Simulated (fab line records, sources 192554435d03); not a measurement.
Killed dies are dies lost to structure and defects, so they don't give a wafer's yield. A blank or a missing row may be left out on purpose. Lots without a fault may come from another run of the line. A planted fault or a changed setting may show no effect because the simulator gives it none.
Chamber matching | flow n5_finfet | N5_BEOL_M10_DESCUM_16 on rie_diel-04: 4 sister chambers
The step chemistry O2, time 7.9 s. 4 wafers are shown with their chamber, then 8 later ones without.

WAFERS WITH THEIR CHAMBER
wafer  | chamber | showerhead_plenum_p_Torr (Torr)
L084.1 | 2       | 2.25
L084.6 | 1       | 2.22
L086.5 | 3       | 2.14
L087.1 | 0       | 2.03

WAFERS WITHOUT THEIR CHAMBER
wafer  | showerhead_plenum_p_Torr (Torr)
L087.3 | 2.25
L087.5 | 2.03
L089.1 | 2.14
L089.3 | 2.25
L089.6 | 2.14
L094.4 | 2.21
L094.5 | 2.24
L094.6 | 2.14

WHICH CHAMBER EACH WENT THROUGH
wafer  | from the rows above | in truth
L087.3 | 2                   | 2
L087.5 | 0                   | 0
L089.1 | 3                   | 3
L089.3 | 2                   | 2
L089.6 | 3                   | 3
L094.4 | 1                   | 1
L094.5 | 2                   | 2
L094.6 | 3                   | 3
Placed correctly: 8 of 8. Can't be placed from these rows: 0. Placed wrongly: 0.
How it was worked out, from the rows above alone: a wafer's distance from a chamber is the root of the sum, over the readings, of the square of ((its reading less the chamber's mean) divided by the reading's scatter). The wafer belongs to the nearest chamber; if the next one is less than 2 further off, it can't be placed. A chamber's mean is the mean of its shown wafers. The scatter: with one shown wafer a chamber, the root of the mean of the squares of how far each hidden wafer lies from its nearest shown one.
